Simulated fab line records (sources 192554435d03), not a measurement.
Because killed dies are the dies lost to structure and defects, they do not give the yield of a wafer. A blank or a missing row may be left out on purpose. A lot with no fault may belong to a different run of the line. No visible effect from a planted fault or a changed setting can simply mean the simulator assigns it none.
A struck lot beside a sound one / flow n5-finfet / 14 steps out of a route of 1938
Sound: wafers L869.1, L869.2, L869.4. Struck: wafer L876.2. (L876.5, L876.6 of the same lot were not struck and are left out.) The cause comes at the end.
Order at every step that has rows: each side's tool, ch and its chambers, its first start. Under that, the readings that differ: sound wafers / struck wafers / difference of the means / sigmas: that difference in standard deviations of wafers without a fault.
alike: words and numbers the same on both sides, and readings whose means are apart by under 2 such deviations; not compared: readings that were withheld, readings missing a value for some wafer, numbers with overlapping values and no deviation given by the record, and bounds like >300 which may hide the same value.
Wherever a step has rows on one side only, a row that says differs or no value, or a row with sigmas, the two part there. When numbers do not overlap yet have no deviation, they are printed without sigmas and do not part them. A reading that every wafer of one side lacks parts them only if that side has two wafers or more.

first, 3 steps without rows for these wafers: N5_BEOL_M6_EXPOSE_25 (exposes mask V5, target cd 40 nm); N5_BEOL_M6_PEB_26 (peb time 60 s); N5_BEOL_M6_DEVELOP_27 (develop time 30 s).
N5_BEOL_M6_CD_MEAS_28: the cd target is 40 nm.
  sound on cd-sem-02 ch 0, day 9 03:28; struck on cd-sem-03 ch 0, day 11 14:06
  alike: cd-nm
N5_BEOL_M6_OVL_MEAS_29:
  sound on overlay-02 ch 0, day 9 03:29; struck on overlay-01 ch 0, day 11 14:08
  alike: V5_OVL
N5_BEOL_M6_INSPECT_30: inspects for defects (brightfield).
  sound: defect-inspect-02 at day 9 03:32; struck: defect-inspect-01 at day 11 14:11
reading=raw-defect-count; sound=354 262 355; struck=584; difference=+260; sigmas=+3
N5_BEOL_M6_DESCUM_33: chemistry O2, time 7 s.
  sound on rie-diel-04 ch 0,1,3, day 9 03:35; struck on rie-diel-04 ch 0, day 11 14:13
  alike: drypump-motor-current-A, oes-product-au, rf-vpp-V, showerhead-plenum-p-Torr, temp-c, throttle-valve-pct
  not compared: rf-hours-counter-h
N5_BEOL_M6_ETCH_72: etches underlayer in N2/H2, target depth 6.5 nm, time 5.2 s.
  sound on rie-diel-04 ch 0,1,3, day 9 03:37; struck on rie-diel-04 ch 0, day 11 14:16
  alike: drypump-motor-current-A, etch-rf-on-time-s, oes-product-au, rf-vpp-V, showerhead-plenum-p-Torr, throttle-valve-pct
  not compared: rf-hours-counter-h
N5_BEOL_M6_ETCH_65: etches SiARC in CF4, target depth 15.6 nm, time 26 s.
  sound on rie-diel-04 ch 0,1,3, day 9 03:38; struck on rie-diel-04 ch 0, day 11 14:16
  alike: drypump-motor-current-A, etch-rf-on-time-s, oes-product-au, rf-vpp-V, showerhead-plenum-p-Torr, throttle-valve-pct
  not compared: rf-hours-counter-h
N5_BEOL_M6_ETCH_66: etches SOC in N2/H2, target depth 80 nm, overetch 16 nm, time 120 s.
  sound on rie-diel-04 ch 0,1,3, day 9 03:40; struck on rie-diel-04 ch 0, day 11 14:18
  alike: drypump-motor-current-A, oes-product-au, rf-vpp-V, showerhead-plenum-p-Torr, temp-c, throttle-valve-pct
  not compared: rf-hours-counter-h
then, 2 steps without rows for these wafers: N5_BEOL_M6_STRIP_69 (strips in N2/H2); N5_BEOL_M6_STRIP_73 (strips in N2/H2).
N5_BEOL_M6_VIA_ETCH_34: etches SiCOH lowk in C4F6/O2, target depth 126.3 nm, time 50.9 s.
  sound on rie-diel-04 ch 0,1,3, day 9 03:46; struck on rie-diel-04 ch 0, day 11 14:24
reading=model.etch.depth-nm (nm); sound=126.6 127.8 127; struck=83.92; difference=-43.21; sigmas=
reading=model.SOC_of_BEOL_M6_COAT_63.thk-nm (nm); sound=54.2 54.2 54.2; struck=55.8; difference=+1.6; sigmas=
reading=model.BEOL_M6.cd-nm (nm); sound=40.4 39.6 40; struck=39.4; difference=-0.6; sigmas=
  alike: O2_flow_sccm, drypump-motor-current-A, oes_f_703_au, oes_o_777_au, oes-product-au, rf-vpp-V, showerhead-plenum-p-Torr, throttle-valve-pct
  not compared: rf-hours-counter-h
then, 1 step without rows for these wafers: N5_BEOL_M6_STRIP_76 (strips in C4F6/O2).

== WHERE THEY PART ==
N5_BEOL_M6_INSPECT_30 only, going by this record. Later steps at which nothing parts them and some readings are alike: N5_BEOL_M6_DESCUM_33, N5_BEOL_M6_ETCH_72, N5_BEOL_M6_ETCH_65, N5_BEOL_M6_ETCH_66, N5_BEOL_M6_VIA_ETCH_34.

WHY: whatever the simulator had introduced
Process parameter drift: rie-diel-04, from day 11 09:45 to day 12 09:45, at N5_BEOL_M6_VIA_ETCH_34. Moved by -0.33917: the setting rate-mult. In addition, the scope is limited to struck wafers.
